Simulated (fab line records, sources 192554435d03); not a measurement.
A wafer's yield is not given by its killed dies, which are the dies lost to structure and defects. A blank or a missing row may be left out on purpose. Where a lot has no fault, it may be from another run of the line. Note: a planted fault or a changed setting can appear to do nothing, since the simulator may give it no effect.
The tool behind it: which one? + flow n5Finfet + 24 lots with 72 wafers sampled at 6 steps, on a route of 1938 steps

== WHAT THE GAUGES SHOWED, per wafer ==
N5_BEOL_M3_CD_MEAS_18: pitch 36 nm, target cd 18 nm. Usual: 18.0 nm for cdNm, sd 0.38.
| lot  | measured     | on       | cdNm (nm)      | flag |
|------|--------------|----------|----------------|------|
| L075 | day 7 00:44  | cdSem-02 | 17.6 17.9 17.4 |      |
| L074 | day 7 06:46  | cdSem-02 | 18.4 17.5 18.4 |      |
| L076 | day 7 13:03  | cdSem-01 | 18.3 18.1 17.1 |      |
| L077 | day 7 19:55  | cdSem-01 | 17.3 17.6 17.2 |      |
| L079 | day 8 06:23  | cdSem-02 | 17.6 18.4 18.7 |      |
| L078 | day 8 07:15  | cdSem-03 | 17.9 18.3 17.9 |      |
| L080 | day 8 14:24  | cdSem-03 | 17.9 18.0 17.8 |      |
| L081 | day 8 20:13  | cdSem-03 | 18.2 17.9 18.0 |      |
| L082 | day 9 02:08  | cdSem-03 | 17.9 18.2 17.9 |      |
| L083 | day 9 06:04  | cdSem-02 | 18.0 17.6 17.9 |      |
| L084 | day 9 17:55  | cdSem-02 | 18.1 18.2 18.2 |      |
| L087 | day 10 11:16 | cdSem-01 | 17.5 18.1 17.7 |      |
| L085 | day 10 15:55 | cdSem-03 | 18.1 18.5 18.2 |      |
| L086 | day 10 16:19 | cdSem-01 | 17.7 18.4 18.5 |      |
| L088 | day 11 06:22 | cdSem-03 | 18.1 18.2 18.3 |      |
| L089 | day 11 07:28 | cdSem-03 | 18.0 18.1 18.2 |      |
| L091 | day 11 09:19 | cdSem-02 | 18.1 18.7 18.9 |      |
| L090 | day 11 09:25 | cdSem-03 | 18.2 18.4 17.8 |      |
| L092 | day 11 13:17 | cdSem-01 | 18.3 18.5 17.6 |      |
| L093 | day 11 17:34 | cdSem-03 | 17.4 18.4 17.8 |      |
| L094 | day 11 22:14 | cdSem-03 | 18.7 18.2 17.9 |      |
| L095 | day 12 08:53 | cdSem-03 | 18.3 18.5 18.8 |      |
| L096 | day 12 12:08 | cdSem-03 | 18.0 18.5 18.1 |      |
| L097 | day 13 09:36 | cdSem-03 | 17.5 17.6 18.6 |      |

== WHAT TOOL EACH LOT RAN ON (gives the tool, then ch and the chambers of the sampled wafers, and finally the start) ==
| lot  | N5_BEOL_M2_ETCH_41                           | N5_BEOL_M2_ALD_84                  | N5_BEOL_M2_ANNEAL_49        | N5_BEOL_M2_ANNEAL_89        | N5_BEOL_M3_ETCH_64                |
|------|----------------------------------------------|------------------------------------|-----------------------------|-----------------------------|-----------------------------------|
| L075 | rieDiel-04 ch 0,1,2, day 6 19:25 or earlier  | aldMetal-01 ch 0,2, day 6 19:25    | pvdSputter-03, day 6 19:56  | pvdSputter-03, day 6 20:49  | rieDiel-02 ch 1,3, day 7 00:23    |
| L074 | rieDiel-05 ch 0,1,3, day 7 01:10 or earlier  | aldMetal-04 ch 0,1,3, day 7 01:10  | pvdSputter-02, day 7 01:59  | pvdSputter-02, day 7 02:52  | rieDiel-01 ch 0,1,2, day 7 06:11  |
| L076 | rieDiel-05 ch 2,3, day 7 06:01 or earlier    | aldMetal-02 ch 2,3, day 7 06:01    | pvdSputter-01, day 7 06:36  | pvdSputter-01, day 7 07:29  | rieDiel-01 ch 2,3, day 7 12:42    |
| L077 | rieDiel-04 ch 1,2, day 7 14:31 or earlier    | aldMetal-04 ch 0,1,2, day 7 14:31  | pvdSputter-02, day 7 15:14  | pvdSputter-02, day 7 16:07  | rieDiel-06 ch 2,3, day 7 19:33    |
| L079 | rieDiel-03 ch 0,3, day 8 00:11 or earlier    | aldMetal-02 ch 0,1,2, day 8 00:11  | pvdSputter-01, day 8 00:52  | pvdSputter-01, day 8 01:44  | rieDiel-06 ch 0,2, day 8 06:02    |
| L078 | rieDiel-05 ch 0,2, day 8 01:20 or earlier    | aldMetal-01 ch 1,3, day 8 01:20    | pvdSputter-01, day 8 02:42  | pvdSputter-01, day 8 03:35  | rieDiel-06 ch 0,3, day 8 06:54    |
| L080 | rieDiel-04 ch 0,1, day 8 07:22 or earlier    | aldMetal-04 ch 0,2,3, day 8 07:22  | pvdSputter-01, day 8 08:38  | pvdSputter-01, day 8 09:31  | rieDiel-02 ch 0,2,3, day 8 14:02  |
| L081 | rieDiel-04 ch 0,3, day 8 13:59 or earlier    | aldMetal-02 ch 0,1, day 8 13:59    | pvdSputter-02, day 8 14:36  | pvdSputter-02, day 8 15:29  | rieDiel-02 ch 0,2,3, day 8 19:50  |
| L082 | rieDiel-03 ch 1,2, day 8 20:42 or earlier    | aldMetal-01 ch 0,1,2, day 8 20:42  | pvdSputter-03, day 8 21:38  | pvdSputter-03, day 8 22:31  | rieDiel-06 ch 0,1,2, day 9 01:47  |
| L083 | rieDiel-04 ch 1,2,3, day 9 00:33 or earlier  | aldMetal-02 ch 0,1,3, day 9 00:33  | pvdSputter-01, day 9 01:14  | pvdSputter-01, day 9 02:07  | rieDiel-02 ch 0,1, day 9 05:43    |
| L084 | rieDiel-03 ch 1,2,3, day 9 12:29 or earlier  | aldMetal-04 ch 0,2,3, day 9 12:29  | pvdSputter-03, day 9 13:07  | pvdSputter-03, day 9 13:59  | rieDiel-06 ch 0,3, day 9 17:34    |
| L087 | rieDiel-03 ch 0,3, day 10 05:39 or earlier   | aldMetal-04 ch 0,1,2, day 10 05:39 | pvdSputter-03, day 10 06:56 | pvdSputter-03, day 10 07:52 | rieDiel-02 ch 0,3, day 10 10:55   |
| L085 | rieDiel-04 ch 1,2,3, day 10 11:18 or earlier | aldMetal-04 ch 0,1,3, day 10 11:18 | pvdSputter-02, day 10 11:53 | pvdSputter-02, day 10 12:46 | rieDiel-02 ch 0,1,3, day 10 15:29 |
| L086 | rieDiel-03 ch 1,3, day 10 11:23 or earlier   | aldMetal-01 ch 1,2,3, day 10 11:23 | pvdSputter-03, day 10 12:04 | pvdSputter-03, day 10 13:03 | rieDiel-01 ch 2,3, day 10 15:58   |
| L088 | rieDiel-03 ch 0,1,3, day 11 00:08 or earlier | aldMetal-01 ch 1,2,3, day 11 00:08 | pvdSputter-02, day 11 00:50 | pvdSputter-02, day 11 01:43 | rieDiel-01 ch 1,2,3, day 11 05:55 |
| L089 | rieDiel-05 ch 1,2,3, day 11 02:41 or earlier | aldMetal-01 ch 0,2, day 11 02:41   | pvdSputter-03, day 11 03:13 | pvdSputter-03, day 11 04:06 | rieDiel-02 ch 1,2, day 11 07:07   |
| L091 | rieDiel-03 ch 0,1,2, day 11 03:16 or earlier | aldMetal-01 ch 0,2,3, day 11 03:16 | pvdSputter-01, day 11 04:00 | pvdSputter-01, day 11 04:53 | rieDiel-01 ch 2,3, day 11 08:58   |
| L090 | rieDiel-05 ch 1,2, day 11 03:21 or earlier   | aldMetal-04 ch 0,1,2, day 11 03:21 | pvdSputter-03, day 11 05:04 | pvdSputter-03, day 11 05:56 | rieDiel-06 ch 0,2, day 11 09:02   |
| L092 | rieDiel-05 ch 1,2, day 11 08:41 or earlier   | aldMetal-04 ch 0,1, day 11 08:41   | pvdSputter-02, day 11 09:21 | pvdSputter-02, day 11 10:14 | rieDiel-01 ch 1,2,3, day 11 12:56 |
| L093 | rieDiel-04 ch 0,1,2, day 11 11:53 or earlier | aldMetal-04 ch 1,2,3, day 11 11:53 | pvdSputter-02, day 11 12:43 | pvdSputter-02, day 11 13:35 | rieDiel-06 ch 0,2,3, day 11 17:13 |
| L094 | rieDiel-05 ch 0,3, day 11 16:46 or earlier   | aldMetal-02 ch 0,3, day 11 16:46   | pvdSputter-03, day 11 17:20 | pvdSputter-03, day 11 18:13 | rieDiel-01 ch 1,2, day 11 21:53   |
| L095 | rieDiel-04 ch 1,2, day 12 00:40 or earlier   | aldMetal-01 ch 1,2, day 12 00:40   | pvdSputter-01, day 12 02:46 | pvdSputter-01, day 12 03:39 | rieDiel-06 ch 0,1, day 12 08:31   |
| L096 | rieDiel-05 ch 0,3, day 12 06:06 or earlier   | aldMetal-02 ch 0,1,2, day 12 06:06 | pvdSputter-02, day 12 06:47 | pvdSputter-02, day 12 07:40 | rieDiel-02 ch 0,1,2, day 12 11:40 |
| L097 | rieDiel-05 ch 0,1,2, day 13 04:14 or earlier | aldMetal-04 ch 0,2, day 13 04:14   | pvdSputter-02, day 13 05:01 | pvdSputter-02, day 13 05:54 | rieDiel-06 ch 1,2,3, day 13 09:09 |
- N5_BEOL_M2_ETCH_41: etches SiCN in CH3F/O2, target depth 29.9 nm, time 52.5 s.
- N5_BEOL_M2_ALD_84: deposits TaN, pulse time 2 s, purge time 3 s, co reactant purge time 2 s.
- N5_BEOL_M2_ANNEAL_49: time 240 s.
- N5_BEOL_M2_ANNEAL_89: time 240 s.
- N5_BEOL_M3_ETCH_64: etches SOC in N2/H2, target depth 75 nm, overetch 15 nm, time 112.5 s.

== AS READ BY THE TOOLS THEMSELVES (means over the sampled wafers that have a number; for cases with no such wafer, the mark the record gives instead) ==
N5_BEOL_M2_ETCH_41. Usual: drypumpMotorCurrentA 5.6 A, standard deviation 0.42; oesProductAu 0.81 a.u., standard deviation 0.095; rfVppV 297.3 V, standard deviation 1.2; showerheadPlenumPTorr 1.99 Torr, standard deviation 0.049; throttleValvePct 16.36 %, standard deviation 0.16.
| lot  | tool       | drypumpMotorCurrentA (A) | oesProductAu (a.u.) | rfVppV (V) | showerheadPlenumPTorr (Torr) | throttleValvePct (%) | flag |
|------|------------|--------------------------|---------------------|------------|------------------------------|----------------------|------|
| L075 | rieDiel-04 | 5.2                      | 0.89                | 297.2      | 1.98                         | 16.29                |      |
| L074 | rieDiel-05 | 5.7                      | 0.80                | 296.1      | 1.98                         | 16.45                |      |
| L076 | rieDiel-05 | 5.5                      | 0.74                | 297.4      | 2.00                         | 16.37                |      |
| L077 | rieDiel-04 | 5.4                      | 0.89                | 296.1      | 1.95                         | 16.34                |      |
| L079 | rieDiel-03 | 5.7                      | 0.75                | 297.6      | 2.00                         | 16.44                |      |
| L078 | rieDiel-05 | 5.5                      | 0.74                | 297.4      | 1.97                         | 16.29                |      |
| L080 | rieDiel-04 | 5.0                      | 0.85                | 296.3      | 2.01                         | 16.29                |      |
| L081 | rieDiel-04 | 5.3                      | 0.80                | 297.7      | 2.04                         | 16.26                |      |
| L082 | rieDiel-03 | 6.0                      | 0.77                | 299.3      | 2.02                         | 16.39                |      |
| L083 | rieDiel-04 | 5.7                      | 0.82                | 298.0      | 1.98                         | 16.39                |      |
| L084 | rieDiel-03 | 5.7                      | 0.80                | 298.8      | 2.03                         | 16.38                |      |
| L087 | rieDiel-03 | 5.6                      | 0.92                | 297.7      | 2.02                         | 16.20                |      |
| L085 | rieDiel-04 | 5.7                      | 0.81                | 297.2      | 1.98                         | 16.41                |      |
| L086 | rieDiel-03 | 5.8                      | 0.86                | 297.7      | 2.03                         | 16.29                |      |
| L088 | rieDiel-03 | 5.9                      | 0.86                | 297.3      | 2.01                         | 16.24                |      |
| L089 | rieDiel-05 | 5.4                      | 0.78                | 297.6      | 2.01                         | 16.46                |      |
| L091 | rieDiel-03 | 5.8                      | 0.91                | 297.8      | 2.00                         | 16.16                |      |
| L090 | rieDiel-05 | 5.3                      | 0.78                | 297.5      | 2.02                         | 16.34                |      |
| L092 | rieDiel-05 | 5.3                      | 0.83                | 297.4      | 2.03                         | 16.39                |      |
| L093 | rieDiel-04 | 5.2                      | 0.84                | 296.7      | 1.97                         | 16.38                |      |
| L094 | rieDiel-05 | 5.9                      | 0.69                | 296.2      | 1.92                         | 16.50                |      |
| L095 | rieDiel-04 | 5.4                      | 0.85                | 295.7      | 1.94                         | 16.40                |      |
| L096 | rieDiel-05 | 5.9                      | 0.69                | 295.4      | 1.91                         | 16.50                |      |
| L097 | rieDiel-05 | 5.5                      | 0.75                | 296.4      | 1.97                         | 16.41                |      |

N5_BEOL_M2_ALD_84. Usual: 411 W for heaterPowerW, sd 25.
| lot  | tool        | heaterPowerW (W) | flag |
|------|-------------|------------------|------|
| L075 | aldMetal-01 | 397              |      |
| L074 | aldMetal-04 | 415              |      |
| L076 | aldMetal-02 | 437              |      |
| L077 | aldMetal-04 | 388              |      |
| L079 | aldMetal-02 | 435              |      |
| L078 | aldMetal-01 | 402              |      |
| L080 | aldMetal-04 | 406              |      |
| L081 | aldMetal-02 | 442              |      |
| L082 | aldMetal-01 | 401              |      |
| L083 | aldMetal-02 | 426              |      |
| L084 | aldMetal-04 | 411              |      |
| L087 | aldMetal-04 | 403              |      |
| L085 | aldMetal-04 | 421              |      |
| L086 | aldMetal-01 | 411              |      |
| L088 | aldMetal-01 | 408              |      |
| L089 | aldMetal-01 | 399              |      |
| L091 | aldMetal-01 | 405              |      |
| L090 | aldMetal-04 | 393              |      |
| L092 | aldMetal-04 | 409              |      |
| L093 | aldMetal-04 | 399              |      |
| L094 | aldMetal-02 | 441              |      |
| L095 | aldMetal-01 | 412              |      |
| L096 | aldMetal-02 | 438              |      |
| L097 | aldMetal-04 | 379              |      |

N5_BEOL_M2_ANNEAL_49. Usual: 822 W for heaterPowerW, sd 64.
| lot  | tool          | heaterPowerW (W) | flag |
|------|---------------|------------------|------|
| L075 | pvdSputter-03 | 848              |      |
| L074 | pvdSputter-02 | 759              |      |
| L076 | pvdSputter-01 | 755              |      |
| L077 | pvdSputter-02 | 808              |      |
| L079 | pvdSputter-01 | 811              |      |
| L078 | pvdSputter-01 | 843              |      |
| L080 | pvdSputter-01 | 815              |      |
| L081 | pvdSputter-02 | 827              |      |
| L082 | pvdSputter-03 | 853              |      |
| L083 | pvdSputter-01 | 808              |      |
| L084 | pvdSputter-03 | 854              |      |
| L087 | pvdSputter-03 | 800              |      |
| L085 | pvdSputter-02 | 828              |      |
| L086 | pvdSputter-03 | 832              |      |
| L088 | pvdSputter-02 | 785              |      |
| L089 | pvdSputter-03 | 862              |      |
| L091 | pvdSputter-01 | 795              |      |
| L090 | pvdSputter-03 | 849              |      |
| L092 | pvdSputter-02 | 761              |      |
| L093 | pvdSputter-02 | 758              |      |
| L094 | pvdSputter-03 | 851              |      |
| L095 | pvdSputter-01 | 812              |      |
| L096 | pvdSputter-02 | 759              |      |
| L097 | pvdSputter-02 | 840              |      |

N5_BEOL_M2_ANNEAL_89. Usual: 823 W for heaterPowerW, sd 62.
| lot  | tool          | heaterPowerW (W) | flag |
|------|---------------|------------------|------|
| L075 | pvdSputter-03 | 851              |      |
| L074 | pvdSputter-02 | 763              |      |
| L076 | pvdSputter-01 | 761              |      |
| L077 | pvdSputter-02 | 810              |      |
| L079 | pvdSputter-01 | 819              |      |
| L078 | pvdSputter-01 | 839              |      |
| L080 | pvdSputter-01 | 804              |      |
| L081 | pvdSputter-02 | 839              |      |
| L082 | pvdSputter-03 | 852              |      |
| L083 | pvdSputter-01 | 802              |      |
| L084 | pvdSputter-03 | 845              |      |
| L087 | pvdSputter-03 | 805              |      |
| L085 | pvdSputter-02 | 824              |      |
| L086 | pvdSputter-03 | 837              |      |
| L088 | pvdSputter-02 | 806              |      |
| L089 | pvdSputter-03 | 854              |      |
| L091 | pvdSputter-01 | 808              |      |
| L090 | pvdSputter-03 | 844              |      |
| L092 | pvdSputter-02 | 772              |      |
| L093 | pvdSputter-02 | 785              |      |
| L094 | pvdSputter-03 | 849              |      |
| L095 | pvdSputter-01 | 801              |      |
| L096 | pvdSputter-02 | 769              |      |
| L097 | pvdSputter-02 | 836              |      |

N5_BEOL_M3_ETCH_64. Usual: drypumpMotorCurrentA 5.5 A, standard deviation 0.36; oesProductAu 0.60 a.u., standard deviation 0.065; rfVppV 524.3 V, standard deviation 2.1; showerheadPlenumPTorr 2.55 Torr, standard deviation 0.074; throttleValvePct 17.90 %, standard deviation 0.3.
| lot  | tool       | drypumpMotorCurrentA (A) | oesProductAu (a.u.) | rfVppV (V) | showerheadPlenumPTorr (Torr) | throttleValvePct (%) | flag |
|------|------------|--------------------------|---------------------|------------|------------------------------|----------------------|------|
| L075 | rieDiel-02 | 5.8                      | 0.57                | 523.0      | 2.51                         | 17.98                |      |
| L074 | rieDiel-01 | 5.5                      | 0.62                | 525.8      | 2.58                         | 17.99                |      |
| L076 | rieDiel-01 | 5.6                      | 0.57                | 523.0      | 2.52                         | 18.18                |      |
| L077 | rieDiel-06 | 4.9                      | 0.60                | 521.6      | 2.45                         | 17.97                |      |
| L079 | rieDiel-06 | 5.2                      | 0.61                | 526.2      | 2.63                         | 17.80                |      |
| L078 | rieDiel-06 | 5.0                      | 0.56                | 523.0      | 2.48                         | 18.05                |      |
| L080 | rieDiel-02 | 5.8                      | 0.61                | 525.2      | 2.55                         | 17.75                |      |
| L081 | rieDiel-02 | 5.8                      | 0.60                | 525.2      | 2.55                         | 17.75                |      |
| L082 | rieDiel-06 | 5.5                      | 0.61                | 525.8      | 2.62                         | 17.91                |      |
| L083 | rieDiel-02 | 5.9                      | 0.64                | 524.5      | 2.54                         | 17.51                |      |
| L084 | rieDiel-06 | 5.0                      | 0.55                | 522.2      | 2.48                         | 18.07                |      |
| L087 | rieDiel-02 | 5.9                      | 0.64                | 524.9      | 2.54                         | 17.70                |      |
| L085 | rieDiel-02 | 5.9                      | 0.59                | 523.9      | 2.52                         | 17.77                |      |
| L086 | rieDiel-01 | 5.4                      | 0.55                | 523.7      | 2.50                         | 18.14                |      |
| L088 | rieDiel-01 | 5.5                      | 0.56                | 524.6      | 2.55                         | 18.11                |      |
| L089 | rieDiel-02 | 5.7                      | 0.68                | 524.9      | 2.55                         | 17.38                |      |
| L091 | rieDiel-01 | 5.7                      | 0.55                | 522.6      | 2.51                         | 18.24                |      |
| L090 | rieDiel-06 | 5.1                      | 0.63                | 525.3      | 2.60                         | 17.76                |      |
| L092 | rieDiel-01 | 5.5                      | 0.56                | 524.0      | 2.55                         | 18.10                |      |
| L093 | rieDiel-06 | 5.1                      | 0.59                | 523.3      | 2.53                         | 17.92                |      |
| L094 | rieDiel-01 | 5.6                      | 0.57                | 525.3      | 2.59                         | 18.06                |      |
| L095 | rieDiel-06 | 5.8                      | 0.55                | 526.4      | 2.63                         | 18.14                |      |
| L096 | rieDiel-02 | 5.8                      | 0.64                | 525.2      | 2.54                         | 17.49                |      |
| L097 | rieDiel-06 | 5.3                      | 0.66                | 525.3      | 2.63                         | 17.91                |      |

== THE ANSWER, worked out from the rows above alone ==
Rule: a lot counts as off when the mean over its wafers that have a number is more than 3 standard deviations away from the usual mean. A lot without any number at a reading at which 4 lots or more have one is off too. Any other lot the step has rows for is counted as sound. The gauges are gone through in route order, then the tools' own readings, and for those a lot's mean is taken as printed above. The first step at which some lot is off is used, and at that step the reading that is off furthest; a lot without a number counts as furthest.
No lot is off at any reading shown: from this, nothing can be told.

== WHAT WAS PUT IN BY THE SIMULATOR ==
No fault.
